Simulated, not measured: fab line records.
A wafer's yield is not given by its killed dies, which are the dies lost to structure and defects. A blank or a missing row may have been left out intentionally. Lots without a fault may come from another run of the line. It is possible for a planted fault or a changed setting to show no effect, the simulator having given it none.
fab line records	flow nand-harc
record: lots: 6	wafers: 17	last-day: 24
route steps=1159 shown A_SLIT@802 A_SIN_REMOVE@804 A_WL_FILL@809 END@1159
lots that met no fault: from a run of the same line without faults
start-h: the number of hours between the record's first day and the start of the first shown wafer of the lot	wait-h: time in hours since the lot's previous step	" unchanged from the row above	L1.1+2: a single row standing in for several wafers	- no value, or no start was given	* or withheld: withheld	< > ~ a bound
route shown NAME@n: a module of which the file shows steps, and the number in the route of the first	usual: mean/standard deviation of fault-free wafers	same: alike in all rows	chamber/n: place in a boat	sites: readings site by site	_std_site: the values' standard deviation	_edge_site: mean of outer sites minus mean of inner sites	radius-mm: how far each site lies from the wafer's centre	mask NAME#n: copy n	behind: the last tool/chamber to shape the wafer	hold: cause of the lot's hold/its duration in hours/its outcome	device: names the non-switching transistor (n, p or np)	end of line: tests of these same wafers at the route's end	where a step has no rows: the recipe by itself	killed: at the first sort, the dies lost to defects and structure; wafer yield is something else	map: shows each die of a wafer: x if killed, . if not, _ if none is there
set.NAME: the setting that was run; set.NAME@STEP: the one run at that earlier step	model.NAME: the simulator's own value behind a step, which no gauge read
lots at some steps of the route; a table a step, a row a wafer
services: when a tool's chamber went out of use (start-h, in hours from the record's first day, below 0 if earlier), for how many hours, and the reason
== steps ==
step: NHARC_A_SLIT_SRD_20
step: NHARC_A_SLIT_CD_MEAS_21
usual: cd-nm: 289.5/0.79
lot.wafer	tool	chamber	start-h	wait-h	cd-nm
L166.1	cd-sem-03	-	329.63	-	288.5
L166.2	"	-	"	"	287.9
L166.3	"	-	"	"	288.8
L167.1	cd-sem-01	-	335.49	-	290.4
L167.2	"	-	"	"	290.8
L167.4	"	-	"	"	290.1
L174.2	cd-sem-03	-	374.61	-	290.6
L174.3	"	-	"	"	289.8
L174.6	"	-	"	"	290.7
L176.2	cd-sem-03	-	388.06	-	289.8
L176.3	"	-	"	"	289.2
L187.1	cd-sem-02	-	435.25	-	290.6
L187.3	"	-	"	"	290.6
L187.5	"	-	"	"	290.1
L186.2	cd-sem-01	-	447.68	-	289.1
L186.3	"	-	"	"	289.7
L186.5	"	-	"	"	289.3
step: NHARC_A_SIN_REMOVE_WET_00
recipe: temp-c: 160	time-s: 15300	chemistry: H3PO4
step: NHARC_A_SIN_REMOVE_PRECLEAN_01
recipe: time-s: *	temp-c: 50	bath-age-min: 0	chemistry: SC1
step: NHARC_A_SIN_REMOVE_SRD_02
step: NHARC_A_SIN_REMOVE_INSPECT_04
usual: raw-defect-count: 305/86
lot.wafer	tool	chamber	start-h	wait-h	raw-defect-count
L166.1	defect-inspect-02	-	337.31	0.0	253
L166.2	"	-	"	"	293
L166.3	"	-	"	"	193
L167.1	defect-inspect-01	-	342.25	0.0	242
L167.2	"	-	"	"	207
L167.4	"	-	"	"	281
L174.2	defect-inspect-02	-	382.32	0.0	201
L174.3	"	-	"	"	252
L174.6	"	-	"	"	174
L176.2	defect-inspect-02	-	395.46	0.0	498
L176.3	"	-	"	"	357
L187.1	defect-inspect-02	-	441.30	0.0	282
L187.3	"	-	"	"	251
L187.5	"	-	"	"	228
L186.2	defect-inspect-01	-	455.34	0.0	266
L186.3	"	-	"	"	271
L186.5	"	-	"	"	364
step: NHARC_A_WL_FILL_ALD_00
recipe: target-thk-a: 30	pulse-time-s: 3	ald-cycles: 30	temp-c: 300	material: Al2O3
usual: heater-power-w: 466/41	precursor-pulse-height-rel: 0.998/0.02	susceptor-temp-C: 300.01/0.19
same: ald-cycles: 30
lot.wafer	tool	chamber	start-h	wait-h	heater-power-w	precursor-pulse-height-rel	susceptor-temp-C
L166.3	ald-hk-04	2	337.41	0.1	437	1.002	-
L166.2	"	3	"	"	511	1.011	-
L166.1	"	0	"	"	437	1.012	-
L167.2	ald-hk-02	2	342.32	0.1	461	0.969	300.35
L167.1	"	3	"	"	534	1.024	300.21
L167.4	"	1	"	"	375	0.994	299.67
L174.2	ald-hk-04	2	382.39	0.1	442	0.986	299.91
L174.3	"	3	"	"	497	1.005	300.00
L174.6	"	3	"	"	493	0.989	300.33
L176.3	ald-hk-02	0	395.55	0.1	481	0.988	299.77
L176.2	"	1	"	"	373	1.001	300.00
L187.1	ald-hk-01	1	441.49	0.2	503	0.963	299.86
L187.3	"	0	"	"	499	1.039	299.73
L187.5	"	2	"	"	448	1.000	299.73
L186.3	ald-hk-04	2	455.46	0.1	434	0.989	299.96
L186.2	"	3	"	"	494	1.015	300.45
L186.5	"	1	"	"	451	0.979	300.03
step: NHARC_A_WL_FILL_RTA_01
recipe: temp-c: 1000	time-s: 5
usual: lamp-power-pct: 33.4/0.43	lamp_zone_3_pct: 33.4/0.43	wafer_temp_C_max: 1006.3/1.8
lot.wafer	tool	chamber	start-h	wait-h	lamp-power-pct	lamp_zone_3_pct	wafer_temp_C_max
L166.1	rtp-anneal-01	0	337.85	-	33.1	33.1	1004.8
L166.2	"	0	"	"	33.0	33.0	1005.2
L166.3	"	0	"	"	33.1	33.1	1004.9
L167.1	rtp-anneal-02	0	342.59	-	33.8	33.9	1009.0
L167.2	"	0	"	"	33.9	33.8	1007.1
L167.4	"	0	"	"	33.9	33.9	1005.2
L174.2	rtp-anneal-02	0	382.68	-	33.9	34.0	1007.2
L174.3	"	0	"	"	33.9	34.0	1006.5
L174.6	"	0	"	"	33.9	33.9	1007.1
L176.2	rtp-anneal-01	0	395.81	-	33.0	33.0	1005.6
L176.3	"	0	"	"	33.1	33.0	1003.7
L187.1	rtp-anneal-02	0	441.79	-	33.9	33.9	1007.9
L187.3	"	0	"	"	33.9	33.9	1007.0
L187.5	"	0	"	"	33.9	33.9	1007.0
L186.2	rtp-anneal-02	0	455.74	-	33.9	33.9	1009.0
L186.3	"	0	"	"	33.9	33.9	1008.7
L186.5	"	0	"	"	33.9	33.9	1007.1
step: NHARC_A_WL_FILL_ALD_02
recipe: target-thk-a: 20	pulse-time-s: 3	ald-cycles: 100	temp-c: 450	material: TiN
usual: heater-power-w: 1066/79	precursor-pulse-height-rel: 1.004/0.019	susceptor-temp-C: 450.02/0.22
same: ald-cycles: 100
lot.wafer	tool	chamber	start-h	wait-h	heater-power-w	precursor-pulse-height-rel	susceptor-temp-C
L166.1	ald-metal-03	0	338.07	0.2	1154	0.989	450.02
L166.2	"	1	"	"	1113	1.030	450.04
L166.3	"	2	"	"	1123	0.985	449.90
L167.1	ald-metal-01	0	342.81	0.2	927	0.993	449.95
L167.2	"	2	"	"	1017	1.016	449.89
L167.4	"	1	"	"	980	1.009	450.43
L174.3	ald-metal-03	0	382.92	0.2	1172	1.024	450.50
L174.2	"	1	"	"	1116	0.994	449.85
L174.6	"	0	"	"	1161	0.996	450.37
L176.2	ald-metal-03	2	396.00	0.2	1074	0.977	449.84
L176.3	"	0	"	"	1156	0.988	450.41
L187.3	ald-metal-03	3	442.08	0.2	1019	0.964	449.86
L187.1	"	1	"	"	1103	1.015	449.74
L187.5	"	3	"	"	1067	1.047	450.04
L186.3	ald-metal-01	3	456.07	0.2	988	1.022	449.69
L186.2	"	1	"	"	1001	1.027	450.09
L186.5	"	1	"	"	1010	1.032	449.93
step: NHARC_A_WL_FILL_CVD_03
recipe: target-thk-a: 400	temp-c: 300	pressure-torr: 40	wf6-flow-sccm: 40	h2-flow-sccm: 1600	ar-flow-sccm: 1560	time-s: 3302	material: W
usual: heater-power-w: 512/59	susceptor-temp-C: 300.00/0.17	throttle-valve-pct: 7.90/0.2
lot.wafer	tool	chamber	start-h	wait-h	heater-power-w	susceptor-temp-C	throttle-valve-pct
L166.1	cvd-w-01	1	341.81	3.3	545	300.35	8.07
L166.2	"	0	"	"	579	300.33	8.14
L166.3	"	1	"	"	519	300.35	8.12
L167.2	cvd-w-02	1	346.25	3.0	439	300.20	8.16
L167.1	"	0	"	"	480	300.18	7.83
L167.4	"	0	"	"	461	300.15	7.93
L174.2	cvd-w-02	1	391.40	8.1	427	299.58	7.89
L174.3	"	0	392.81	9.5	475	300.09	7.94
L174.6	"	0	"	"	461	300.28	7.70
L176.2	cvd-w-02	0	402.34	5.9	464	299.88	7.70
L176.3	"	1	"	"	437	300.20	7.79
L187.1	cvd-w-02	0	445.08	2.7	462	300.01	7.62
L187.3	"	1	446.48	4.1	436	300.11	7.52
L187.5	"	0	"	"	466	300.15	7.76
L186.2	cvd-w-01	0	459.11	2.6	590	299.77	8.06
L186.3	"	0	"	"	597	299.63	8.12
L186.5	"	1	"	"	520	299.93	8.03
step: NHARC_A_WL_FILL_ETCHBACK_04
recipe: target-depth-a: 600	time-s: 120	chemistry: NF3
usual: chamber-pressure-mTorr: 300.00/0.29	drypump-motor-current-A: 5.8/0.48	oes-product-au: 1.002/0.007	run-length-s: 141.4/0.37
lot.wafer	tool	chamber	start-h	wait-h	chamber-pressure-mTorr	drypump-motor-current-A	oes-product-au	rf-hours-counter-h	run-length-s
L166.1	rie-metal-03	1	345.13	2.8	299.79	6.8	0.988	1.4	142.1
L166.2	"	0	"	"	299.92	6.0	1.004	1.4	140.9
L166.3	"	0	"	"	300.50	6.0	1.003	-	141.8
L167.2	rie-metal-01	0	349.61	2.9	300.10	5.7	1.004	0.2	141.4
L167.1	"	1	"	"	299.60	5.9	1.003	0.2	140.9
L167.4	"	1	"	"	299.66	5.9	0.996	-	141.1
L174.2	rie-metal-03	1	394.72	2.8	300.69	6.8	1.009	3.1	165.9
L174.3	"	1	"	"	299.54	6.8	1.005	-	141.9
L174.6	"	0	"	"	300.06	6.0	1.017	-	141.0
L176.2	rie-metal-03	1	405.23	2.4	299.99	6.8	1.005	3.4	166.1
L176.3	"	0	"	"	299.95	6.0	1.007	-	141.3
L187.1	rie-metal-02	1	448.40	2.9	299.82	5.4	1.004	1.4	141.7
L187.3	"	1	"	"	300.67	5.4	0.997	-	141.9
L187.5	"	0	"	"	299.44	5.5	1.006	-	141.2
L186.2	rie-metal-02	1	461.97	2.4	299.78	5.4	0.982	2.1	141.9
L186.3	"	0	"	"	300.27	5.5	0.999	-	141.2
L186.5	"	1	"	"	299.80	5.4	0.988	-	141.6
step: NHARC_A_WL_FILL_ETCHBACK_05
recipe: target-depth-a: 220	time-s: 60	temp-c: 40	chemistry: Cl2/BCl3
usual: chamber-pressure-mTorr: 10.000/0.0089	drypump-motor-current-A: 5.8/0.48	oes-product-au: 1.002/0.0067	run-length-s: 81.4/0.37
lot.wafer	tool	chamber	start-h	wait-h	chamber-pressure-mTorr	drypump-motor-current-A	oes-product-au	rf-hours-counter-h	run-length-s
L166.2	rie-metal-03	1	345.37	0.2	9.999	6.8	0.998	1.5	82.4
L166.1	"	0	"	"	10.004	6.0	0.994	1.5	81.5
L166.3	"	0	"	"	10.005	6.0	1.007	-	81.5
L167.2	rie-metal-01	0	349.85	0.2	10.005	5.7	1.001	0.4	81.3
L167.1	"	1	"	"	9.994	5.9	1.002	0.4	81.4
L167.4	"	1	"	"	9.997	5.9	1.003	-	81.1
L174.2	rie-metal-03	0	394.95	0.2	10.001	6.0	1.011	3.3	81.6
L174.3	"	1	"	"	9.990	6.8	0.996	-	81.6
L174.6	"	0	"	"	9.989	6.0	1.007	-	81.1
L176.2	rie-metal-03	0	405.44	0.2	9.991	6.1	1.009	3.5	81.5
L176.3	"	1	"	"	9.996	6.8	0.989	-	81.9
L187.1	rie-metal-02	1	448.62	0.2	10.014	5.4	1.000	1.5	81.5
L187.3	"	0	"	"	9.996	5.5	1.009	-	81.1
L187.5	"	1	"	"	10.004	5.4	0.995	-	81.4
L186.2	rie-metal-02	1	462.18	0.2	9.981	5.4	1.000	2.3	82.0
L186.3	"	0	"	"	10.007	5.5	1.004	-	80.9
L186.5	"	0	"	"	10.001	5.5	1.010	-	81.2
step: NHARC_END_SORT_01
recipe: temp-c: 25
usual: killed-at-array: 25/9.8	killed-at-other: 0.8/1.1	killed-at-periphery: 3.3/2.1	killed-dies: 29/10	killed-open: 3.3/1.8	killed-short: 1.9/1.4
same: gross-dies: 677
lot.wafer	tool	chamber	start-h	wait-h	killed-at-array	killed-at-other	killed-at-periphery	killed-dies	killed-open	killed-short
L166.1	prober-02	0	456.86	2.5	25	2	2	29	1	3
L166.2	prober-02	0	457.66	2.8	16	1	0	17	1	2
L166.3	prober-02	0	458.46	3.1	21	1	0	22	4	2
L167.1	prober-02	0	464.65	2.5	16	1	2	19	4	5
L167.2	prober-02	0	465.47	2.8	15	0	2	17	5	0
L167.4	prober-02	0	467.11	3.5	13	0	0	13	3	3
L176.2	prober-02	0	502.85	2.8	22	1	4	27	6	1
L176.3	prober-02	0	503.65	3.1	23	1	5	29	2	4
L174.2	prober-01	0	502.91	2.8	19	0	6	25	2	4
L174.3	prober-01	0	503.70	3.1	22	0	7	29	1	2
L174.6	prober-01	0	506.08	4.0	14	0	6	20	4	0
L187.1	prober-02	0	556.01	2.5	29	0	7	36	2	0
L187.3	prober-02	0	557.62	3.1	39	2	2	43	6	3
L187.5	prober-02	0	559.22	3.7	33	0	5	38	6	2
L186.2	prober-02	0	573.83	2.8	37	0	6	43	2	2
L186.3	prober-02	0	574.62	3.1	48	0	6	54	5	1
L186.5	prober-02	0	576.20	3.6	47	2	6	55	7	2
killed by level:class
L166.1 A_CHANNEL_HOLE_D1:chamber-film-flake=16 A_CONTACT:chamber-film-flake=5 A_WL_FILL:geometric-particle:short=2 P_GATE:chamber-film-flake=2 THIN_TSV:chamber-film-flake=2 A_CHANNEL_FILL_D1:geometric-particle:short=1 A_CONTACT:geometric-particle:open=1
L166.2 A_CHANNEL_HOLE_D1:chamber-film-flake=7 A_SLIT:chamber-film-flake=3 A_WL_FILL:chamber-film-flake=2 A_SOURCE_PLATE:geometric-particle:short=1 A_CONTACT:geometric-particle:short=1 A_CONTACT:geometric-particle:open=1 A_STAIRCASE:chamber-film-flake=1 THIN_TSV:chamber-film-flake=1
L166.3 A_CHANNEL_HOLE_D1:chamber-film-flake=8 A_CONTACT:geometric-particle:open=3 A_CONTACT:chamber-film-flake=3 A_CHANNEL_FILL_D1:geometric-particle:open=1 A_SGD_CUT:geometric-particle:short=1 A_CONTACT:geometric-particle:short=1 A_STAIRCASE:chamber-film-flake=1 A_SLIT:chamber-film-flake=1
L167.1 A_STAIRCASE:chamber-film-flake=6 A_SGD_CUT:geometric-particle:short=2 A_CONTACT:geometric-particle:open=2 P_CONTACT:geometric-particle:open=1 P_M0:geometric-particle:short=1 A_CHANNEL_FILL_D1:geometric-particle:short=1 A_WL_FILL:geometric-particle:short=1 A_BLC:geometric-particle:open=1
L167.2 A_STAIRCASE:chamber-film-flake=5 A_WL_FILL:chamber-film-flake=3 P_CONTACT:geometric-particle:open=2 A_M0:geometric-particle:open=2 A_SLIT:chamber-film-flake=2 A_CONTACT:geometric-particle:open=1 A_ZERO_WELL:chamber-film-flake=1 A_CHANNEL_HOLE_D1:chamber-film-flake=1
L167.4 A_CHANNEL_HOLE_D1:chamber-film-flake=3 A_WL_FILL:chamber-film-flake=2 A_ONON_D1:geometric-particle:open=1 A_ONON_D1:geometric-particle:short=1 A_CHANNEL_FILL_D1:geometric-particle:short=1 A_WL_FILL:geometric-particle:short=1 A_WL_FILL:geometric-particle:open=1 A_M0:geometric-particle:open=1
L176.2 A_CHANNEL_HOLE_D1:chamber-film-flake=8 A_STAIRCASE:chamber-film-flake=4 A_CONTACT:geometric-particle:open=2 P_ZERO_WELL:chamber-film-flake=2 A_SGD_CUT:chamber-film-flake=2 A_CONTACT:chamber-film-flake=2 P_M0:geometric-particle:short=1 P_M1:geometric-particle:open=1
L174.2 A_STAIRCASE:chamber-film-flake=4 A_CHANNEL_HOLE_D1:chamber-film-flake=3 A_CONTACT:chamber-film-flake=3 P_GATE:chamber-film-flake=2 P_CONTACT:chamber-film-flake=2 A_CHANNEL_FILL_D1:chamber-film-flake=2 P_M0:geometric-particle:open=1 A_SOURCE_PLATE:geometric-particle:short=1
L176.3 A_STAIRCASE:chamber-film-flake=8 A_CHANNEL_HOLE_D1:chamber-film-flake=5 A_CONTACT:chamber-film-flake=3 P_ZERO_WELL:chamber-film-flake=2 P_GATE:chamber-film-flake=2 P_STI:geometric-particle:short=1 A_SOURCE_PLATE:geometric-particle:short=1 A_ONON_D1:geometric-particle:open=1
L174.3 A_CONTACT:chamber-film-flake=9 P_CONTACT:chamber-film-flake=6 A_CHANNEL_HOLE_D1:chamber-film-flake=4 A_STAIRCASE:chamber-film-flake=3 A_CHANNEL_FILL_D1:chamber-film-flake=2 A_CHANNEL_FILL_D1:geometric-particle:short=1 A_CONTACT:geometric-particle:short=1 A_BLC:geometric-particle:open=1
L174.6 P_CONTACT:chamber-film-flake=3 A_STAIRCASE:chamber-film-flake=3 A_CHANNEL_FILL_D1:geometric-particle:open=2 A_CONTACT:geometric-particle:open=2 P_GATE:chamber-film-flake=2 A_CHANNEL_HOLE_D1:chamber-film-flake=2 A_CHANNEL_FILL_D1:chamber-film-flake=2 A_CONTACT:chamber-film-flake=2
L187.1 A_SLIT:chamber-film-flake=16 A_CHANNEL_HOLE_D1:chamber-film-flake=5 A_STAIRCASE:chamber-film-flake=5 P_GATE:chamber-film-flake=4 A_WL_FILL:chamber-film-flake=2 P_GATE:geometric-particle:open=1 P_CONTACT:geometric-particle:open=1 P_ZERO_WELL:chamber-film-flake=1
L187.3 A_SLIT:chamber-film-flake=11 A_CHANNEL_HOLE_D1:chamber-film-flake=10 A_CONTACT:chamber-film-flake=7 A_CONTACT:geometric-particle:open=5 A_STAIRCASE:chamber-film-flake=3 P_M0:geometric-particle:short=2 THIN_TSV:chamber-film-flake=2 A_ONON_D1:geometric-particle:open=1
L187.5 A_CHANNEL_HOLE_D1:chamber-film-flake=10 A_SLIT:chamber-film-flake=10 A_STAIRCASE:chamber-film-flake=4 A_CONTACT:chamber-film-flake=4 P_M0:geometric-particle:open=2 P_STI:geometric-particle:open=1 P_CONTACT:geometric-particle:open=1 P_M0:geometric-particle:short=1
L186.2 A_SLIT:chamber-film-flake=17 A_CHANNEL_HOLE_D1:chamber-film-flake=12 P_GATE:chamber-film-flake=2 P_M1:chamber-film-flake=2 A_CHANNEL_FILL_D1:chamber-film-flake=2 A_SOURCE_PLATE:geometric-particle:short=1 A_STAIRCASE:geometric-particle:short=1 A_CONTACT:geometric-particle:open=1
L186.3 A_CHANNEL_HOLE_D1:chamber-film-flake=25 A_SLIT:chamber-film-flake=8 A_WL_FILL:chamber-film-flake=5 A_BLC:chamber-film-flake=3 P_M1:chamber-film-flake=2 A_CONTACT:chamber-film-flake=2 P_GATE:geometric-particle:open=1 P_M0:geometric-particle:open=1
L186.5 A_CHANNEL_HOLE_D1:chamber-film-flake=22 A_SLIT:chamber-film-flake=14 P_M1:chamber-film-flake=4 A_WL_FILL:chamber-film-flake=2 A_BLC:chamber-film-flake=2 P_CONTACT:geometric-particle:open=1 A_SOURCE_PLATE:geometric-particle:open=1 A_ONON_D1:geometric-particle:open=1
== services ==
tool	chamber	start-h	hours	kind
ald-metal-01	-	321.74	0.9	repair
ald-metal-03	-	322.00	10.0	pm
ald-hk-04	-	324.43	1.1	repair
cvd-w-02	-	330.26	0.2	repair
rie-metal-01	-	332.00	9.0	pm
ald-metal-03	3	336.51	70.4	repair
ald-metal-01	3	336.82	20.2	repair
ald-metal-01	2	355.49	19.5	repair
ald-metal-03	-	373.89	0.6	repair
cvd-w-02	-	377.86	13.0	pm
rtp-anneal-01	-	380.85	3.7	repair
rie-metal-02	-	388.19	9.0	pm
rie-metal-01	-	391.45	1.5	repair
ald-metal-01	2	402.72	64.0	repair
ald-metal-03	1	402.96	13.7	repair
ald-hk-01	-	412.56	10.0	pm
rie-metal-03	-	414.47	0.5	repair
ald-hk-01	-	428.77	0.7	repair
ald-hk-04	-	431.25	0.4	repair
rie-metal-01	1	448.59	15.4	repair
rie-metal-03	-	453.00	9.0	pm
rie-metal-03	0	453.00	9.0	vent-cycle
rie-metal-03	1	453.00	9.0	vent-cycle
ald-metal-01	-	458.01	10.0	pm
== key ==
first-sign: step: NHARC_A_WL_FILL_ETCHBACK_04	reading: run-length-s	direction: up	sigmas: 67	usual: *	struck: *
effect none on later readings
met-at NHARC_A_WL_FILL_ETCHBACK_04
struck-wafers L174.2,L176.2
tester-left-out L174,L176
onset-between 345.13 394.72
fault: kind: process-parameter-drift	tool: rie-metal-03	chamber: -	onset-h: 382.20	steps: NHARC_A_WL_FILL_ETCHBACK_04	channel: time-s	offset: *	shape: step	end-h: 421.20	scope: struck-wafers-only	acts-in: *	stated: *
tester-left-out: of these lots the tester's yield and bins aren't shown, on N5 and GAA mostly nor the transistor test; their killed dies are dies lost to structure and defects alone, not to doping, threshold or leakage, so they don't give the yield
